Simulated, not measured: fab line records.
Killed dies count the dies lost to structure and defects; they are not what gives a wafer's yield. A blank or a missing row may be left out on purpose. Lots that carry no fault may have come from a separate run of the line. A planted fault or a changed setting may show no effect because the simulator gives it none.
Chamber matching + flow n5Finfet + N5_BEOL_M4_VIA_ETCH_34 on rieDiel-04 has 4 sister chambers
The step etches the open film in C4F6/O2, target depth 69.4 nm, time 65.9 s. 22 wafers are shown with their chamber, then 11 later ones without.

== WAFERS PAIRED WITH THEIR CHAMBERS ==
| wafer  | chamber | throttleValvePct (%) | drypumpMotorCurrentA (A) | rfVppV (V) |
|--------|---------|----------------------|--------------------------|------------|
| L074.2 | 3       | 30.35                | 5.6                      | 671        |
| L074.3 | 2       | 30.97                | 5.9                      | 670        |
| L074.4 | 0       | 30.64                | 5.4                      | 680        |
| L075.1 | 0       | 30.65                | 5.4                      | 682        |
| L075.4 | 3       | 30.37                | 5.6                      | 671        |
| L075.5 | 2       | 30.99                | 5.9                      | 670        |
| L077.2 | 1       | 30.28                | 6.0                      | 669        |
| L077.3 | 0       | 30.63                | 5.5                      | 681        |
| L077.4 | 2       | 30.98                | 5.9                      | 671        |
| L076.3 | 3       | 30.36                | 5.6                      | 671        |
| L076.5 | 0       | 30.64                | 5.4                      | 680        |
| L076.6 | 3       | 30.36                | 5.6                      | 670        |
| L082.1 | 2       | 31.00                | 5.9                      | 670        |
| L082.4 | 3       | 30.37                | 5.6                      | 669        |
| L082.6 | 2       | 30.99                | 5.9                      | 671        |
| L083.1 | 0       | 30.63                | 5.4                      | 681        |
| L083.4 | 3       | 30.37                | 5.6                      | 671        |
| L083.5 | 3       | 30.37                | 5.6                      | 671        |
| L084.1 | 3       | 30.39                | 5.6                      | 670        |
| L084.2 | 0       | 30.66                | 5.4                      | 681        |
| L084.6 | 1       | 30.30                | 6.0                      | 670        |
| L088.2 | 3       | 30.37                | 5.5                      | 670        |

SIGNATURES (means of the wafers above)
| reading              | chamber 0 | chamber 1 | chamber 2 | chamber 3 | scatter within a chamber |
|----------------------|-----------|-----------|-----------|-----------|--------------------------|
| throttleValvePct     | 30.6417   | 30.2900   | 30.9860   | 30.3678   | 0.0114                   |
| drypumpMotorCurrentA | 5.417     | 6.000     | 5.900     | 5.589     | 0.0309                   |
| rfVppV               | 680.83    | 669.50    | 670.40    | 670.44    | 0.697                    |
Rule: a wafer's distance from a chamber is the root of the sum, over the readings, of the square of ((its reading less the chamber's mean) divided by the reading's scatter). If the next closest chamber is less than 2 further off than the closest, the wafer can't be placed; otherwise it belongs to the closest. How the scatter is found: for the shown wafers, subtract from each reading the mean of its chamber, square and add these, divide the total by (wafers less chambers), then take the root.

== WAFERS WITHOUT THEIR CHAMBER ==
| wafer  | throttleValvePct (%) | drypumpMotorCurrentA (A) | rfVppV (V) |
|--------|----------------------|--------------------------|------------|
| L088.5 | 30.32                | 6.0                      | 669        |
| L088.6 | 31.01                | 5.9                      | 671        |
| L091.1 | 30.32                | 6.0                      | 668        |
| L091.2 | 30.40                | 5.6                      | 670        |
| L091.3 | 30.67                | 5.4                      | 682        |
| L093.1 | 31.02                | 5.9                      | 671        |
| L093.5 | 30.33                | 6.0                      | 669        |
| L093.6 | 30.67                | 5.4                      | 682        |
| L096.1 | 30.33                | 6.0                      | 670        |
| L096.3 | 30.68                | 5.4                      | 682        |
| L096.6 | 30.35                | 6.0                      | 670        |

== WHICH CHAMBER EACH WENT THROUGH ==
| wafer  | from the rows above | in truth |
|--------|---------------------|----------|
| L088.5 | 1                   | 1        |
| L088.6 | 2                   | 2        |
| L091.1 | 1                   | 1        |
| L091.2 | 3                   | 3        |
| L091.3 | 0                   | 0        |
| L093.1 | 2                   | 2        |
| L093.5 | 1                   | 1        |
| L093.6 | 0                   | 0        |
| L096.1 | 1                   | 1        |
| L096.3 | 0                   | 0        |
| L096.6 | 1                   | 1        |
Correctly placed: 11 of 11. Not placeable from these rows: 0. Number placed wrongly: 0.
